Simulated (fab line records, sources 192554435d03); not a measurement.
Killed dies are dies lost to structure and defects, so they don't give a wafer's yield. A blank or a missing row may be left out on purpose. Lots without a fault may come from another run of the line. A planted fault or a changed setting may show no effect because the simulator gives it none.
Split-lot experiment | flow n5_finfet | 7 lots, 39 wafers read, on a route of 1938 steps

THE SPLIT
At N5_SD_EPI_N_ETCH_45 (etches SiOCN in CH3F/O2, target depth 6 nm), the setting target_depth_a was moved away from the recipe's 60 angstrom on 12 of the 39 wafers read, by -33.3% to +39.3%. The other wafers ran this setting at the recipe's value.

The reading is taken at the split's own step.

THE READING
etch.depth_nm (the simulator's own value, which no gauge read), in nm, at N5_SD_EPI_N_ETCH_45 (etches SiOCN in CH3F/O2, target depth 6 nm). The file gives no usual value for it. The 27 wafers here that ran the recipe average 5.970 nm, standard deviation 0.099 nm.

wafer  | tool, chamber at the split | target_depth_a as run, angstrom | against the recipe | etch.depth_nm, nm | against lot-mates on the recipe
L079.1 | rie_diel-01, 2             | 60                              | recipe             | 5.893             | -
L079.2 | rie_diel-01, 1             | 60                              | recipe             | 6.127             | -
L079.3 | rie_diel-01, 3             | 60                              | recipe             | 5.963             | -
L079.4 | rie_diel-01, 0             | 78.04                           | +30.1%             | 7.656             | +1.662
L079.5 | rie_diel-01, 2             | 78.04                           | +30.1%             | 7.665             | +1.671
L079.6 | rie_diel-01, 3             | 78.04                           | +30.1%             | 7.733             | +1.739
L084.1 | rie_diel-01, 2             | 73.14                           | +21.9%             | 7.214             | +1.294
L084.2 | rie_diel-01, 3             | 60                              | recipe             | 5.968             | -
L084.3 | rie_diel-01, 1             | 73.14                           | +21.9%             | 7.468             | +1.548
L084.4 | rie_diel-01, 0             | 60                              | recipe             | 5.872             | -
L084.5 | rie_diel-01, 1             | 73.14                           | +21.9%             | 7.496             | +1.576
L084.6 | rie_diel-01, 0             | 60                              | recipe             | 5.921             | -
L085.1 | rie_diel-01, 3             | 60                              | recipe             | 5.952             | -
L085.2 | rie_diel-01, 0             | 60                              | recipe             | 5.908             | -
L085.3 | rie_diel-01, 2             | 60                              | recipe             | 5.896             | -
L085.4 | rie_diel-01, 1             | 60                              | recipe             | 6.089             | -
L085.5 | rie_diel-01, 2             | 60                              | recipe             | 5.827             | -
L085.6 | rie_diel-01, 3             | 60                              | recipe             | 5.931             | -
L092.1 | rie_diel-01, 2             | 60                              | recipe             | 5.892             | -
L092.2 | rie_diel-01, 3             | 60                              | recipe             | 5.889             | -
L092.3 | rie_diel-01, 1             | 60                              | recipe             | 6.058             | -
L092.4 | rie_diel-01, 0             | 60                              | recipe             | 5.831             | -
L092.5 | rie_diel-01, 2             | 60                              | recipe             | 5.874             | -
L092.6 | rie_diel-01, 1             | 60                              | recipe             | 6.109             | -
L094.1 | rie_diel-04, 1             | 60                              | recipe             | 6.15              | -
L094.2 | rie_diel-04, 2             | 40.02                           | -33.3%             | 3.998             | -2.091
L094.3 | rie_diel-04, 3             | 60                              | recipe             | 6.12              | -
L094.4 | rie_diel-04, 0             | 40.02                           | -33.3%             | 3.985             | -2.104
L094.5 | rie_diel-04, 3             | 40.02                           | -33.3%             | 4.072             | -2.017
L094.6 | rie_diel-04, 2             | 60                              | recipe             | 5.997             | -
L095.1 | rie_diel-04, 2             | 60                              | recipe             | 5.978             | -
L095.2 | rie_diel-04, 1             | 60                              | recipe             | 6.108             | -
L095.3 | rie_diel-04, 0             | 83.59                           | +39.3%             | 8.235             | +2.214
L095.4 | rie_diel-04, 1             | 83.59                           | +39.3%             | 8.452             | +2.431
L095.5 | rie_diel-04, 0             | 83.59                           | +39.3%             | 8.241             | +2.220
L095.6 | rie_diel-04, 2             | 60                              | recipe             | 5.976             | -
L097.1 | rie_diel-01, 1             | 60                              | recipe             | 6.106             | -
L097.2 | rie_diel-01, 2             | 60                              | recipe             | 5.864             | -
L097.5 | rie_diel-01, 2             | 60                              | recipe             | 5.894             | -

THE FIT
A straight line over all 39 wafers: etch.depth_nm changes by +0.0593 nm for each +1% of target_depth_a; r = +0.99; the points scatter about the line by 0.11 nm.
The same after taking each lot's own level away (the mean of its wafers on the recipe; 39 wafers): +0.06 nm for each +1%; r = +0.99; scatter 0.11 nm.
On that fit, the largest move of target_depth_a shifts the reading by 2.4 nm.
The lots' own levels span 5.9203 to 6.0890 nm, that is 1.7 times the standard deviation above.
So the lot-to-lot level changes the slope little: the two slopes agree.
Check: with one of the wafers moved furthest among these (+39.3%) left out of the fit, the line predicts +2.37 nm for it against its lot-mates. It came out at +2.21 nm against them.

OTHER SPLITS ON THESE WAFERS
These wafers also went through other splits before the reading. Each is held against what the fit with the lots' levels taken away leaves over:
other split on the same wafers               | wafers away from the commonest value | r with etch.depth_nm (lot level and that fit taken away)
N5_FIN_SAQP_HM_DEP_03 time_s                 | 12                                   | -0.12
N5_STI_FIN_REVEAL_ETCHBACK_08 target_depth_a | 12                                   | +0.07

THE FILE'S OWN FIT
etch.depth_nm changes by +0.0599 nm for each +1% of target_depth_a, r = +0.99.
